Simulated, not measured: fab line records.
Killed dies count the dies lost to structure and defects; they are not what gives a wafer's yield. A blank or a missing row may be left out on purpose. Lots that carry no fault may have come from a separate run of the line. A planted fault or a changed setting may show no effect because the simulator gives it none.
The same fault as seen by 2 desks | flow nand harc | only its own numbers are on each desk; what lay behind them is given at the end

THE DEFECT DESK
Inspection counts along the route, by lot: the mean over sampled wafers that carry a number. Any lot whose mean is over 4 standard deviations away from the usual mean is out of limits and marked OUT; that distance is given in the brackets.
Columns: A = raw defect count at NHARC_A_CHANNEL_FILL_D1_INSPECT_13, usual 301
lot  | first seen here | A
L687 | day 11 13:47    | 332
L690 | day 12 02:13    | 354
L691 | day 12 07:53    | 193
L694 | day 14 08:13    | 255
L696 | day 14 13:43    | 341
L702 | day 16 20:19    | 314
L703 | day 17 11:22    | 292
L704 | day 17 21:03    | 300
L705 | day 18 03:23    | 306
L706 | day 18 15:58    | 501
L707 | day 18 23:56    | 217
L708 | day 20 00:11    | 308
L709 | day 20 05:03    | 246
L710 | day 20 09:49    | 216
This desk's verdict: no lot among the 14 shows anything out of limits.

METROLOGY DESK
Lot by lot, what the gauges showed, no matter which tool ran the lot: averages of those sampled wafers that carry a number. Any lot whose mean is over 4 standard deviations away from the usual mean is out of limits and marked OUT; that distance is given in the brackets.
Columns: A = thk nm at NHARC_A_ONON_D2_THK_MEAS_02, usual 998 nm
lot  | first seen here | A
L687 | day 13 03:59    | 1008
L690 | day 13 14:18    | 982
L691 | day 13 14:22    | 1010
L694 | day 16 00:27    | 946 (-4.4) OUT
L696 | day 16 01:05    | 914 (-7.0) OUT
L702 | day 18 06:46    | 995
L704 | day 19 06:32    | 1009
L703 | day 19 07:22    | 1009
L705 | day 19 12:05    | 992
L706 | day 20 01:52    | 1000
L707 | day 20 12:37    | 1016
L708 | day 21 16:29    | 999
L709 | day 21 16:31    | 1023
L710 | day 21 22:04    | 996
Finding of this desk: L694, L696 out of limits; the first was L694 at day 16 00:27, on thk nm at NHARC_A_ONON_D2_THK_MEAS_02. L687, L690, L691, L702, L704, L703, L705, L706, L707, L708, L709, L710: within limits.

TAKEN TOGETHER
On L694, L696, the metrology desk was in a position to raise an alarm at day 16 00:27.
No out-of-limits result turned up at the defect desk.
The defect desk has L694, L696 on record, within its limits.
All the named lots went through NHARC_A_ONON_D2_DEP_00 on pecvd onon-04.

WHAT THE SIMULATOR HAD PUT IN
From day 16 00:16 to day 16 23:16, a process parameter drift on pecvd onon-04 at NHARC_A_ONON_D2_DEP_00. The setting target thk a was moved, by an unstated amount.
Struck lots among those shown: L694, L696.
Hours from the fault's start to each desk's first reading out of limits: the metrology desk, 0.
